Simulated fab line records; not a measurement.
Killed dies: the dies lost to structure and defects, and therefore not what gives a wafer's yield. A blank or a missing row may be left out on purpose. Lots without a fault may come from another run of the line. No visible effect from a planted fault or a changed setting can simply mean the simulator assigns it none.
Matching of chambers :: flow n5 finfet :: N5_ZERO_LAYER_DESCUM_16 on rie diel-04 has 4 sister chambers
The step chemistry O2, time 7.9 s. 4 wafers are shown with their chamber, then 7 later ones without.

== WAFERS, EACH WITH ITS CHAMBER ==
wafer: L536.3
chamber: 3
throttle valve pct (%): 20.95

wafer: L536.5
chamber: 1
throttle valve pct (%): 20.56

wafer: L538.1
chamber: 2
throttle valve pct (%): 20.14

wafer: L538.3
chamber: 0
throttle valve pct (%): 20.65

== WAFERS WITHOUT THEIR CHAMBER ==
wafer: L538.5
throttle valve pct (%): 20.14

wafer: L545.2
throttle valve pct (%): 20.17

wafer: L545.3
throttle valve pct (%): 20.57

wafer: L545.5
throttle valve pct (%): 20.68

wafer: L547.1
throttle valve pct (%): 20.18

wafer: L547.3
throttle valve pct (%): 20.68

wafer: L547.5
throttle valve pct (%): 20.69

== WHICH CHAMBER EACH ONE RAN IN ==
wafer: L538.5
from the rows above: 2
in truth: 2

wafer: L545.2
from the rows above: 2
in truth: 2

wafer: L545.3
from the rows above: 1
in truth: 1

wafer: L545.5
from the rows above: 0
in truth: 0

wafer: L547.1
from the rows above: 2
in truth: 2

wafer: L547.3
from the rows above: 0
in truth: 0

wafer: L547.5
from the rows above: 0
in truth: 0
7 of 7 placed correctly. Can't be placed from these rows: 0. Wrongly placed: 0.
How it was worked out, from the rows above alone: a wafer's distance from a chamber is the root of the sum, over the readings, of the square of ((its reading less the chamber's mean) divided by the reading's scatter). The wafer belongs to the nearest chamber; if the next one is less than 2 further off, it can't be placed. The mean given for a chamber averages the wafers shown for that chamber. The scatter (one wafer shown for each chamber): square how far every hidden wafer sits from the nearest shown wafer, average those squares and take the square root.
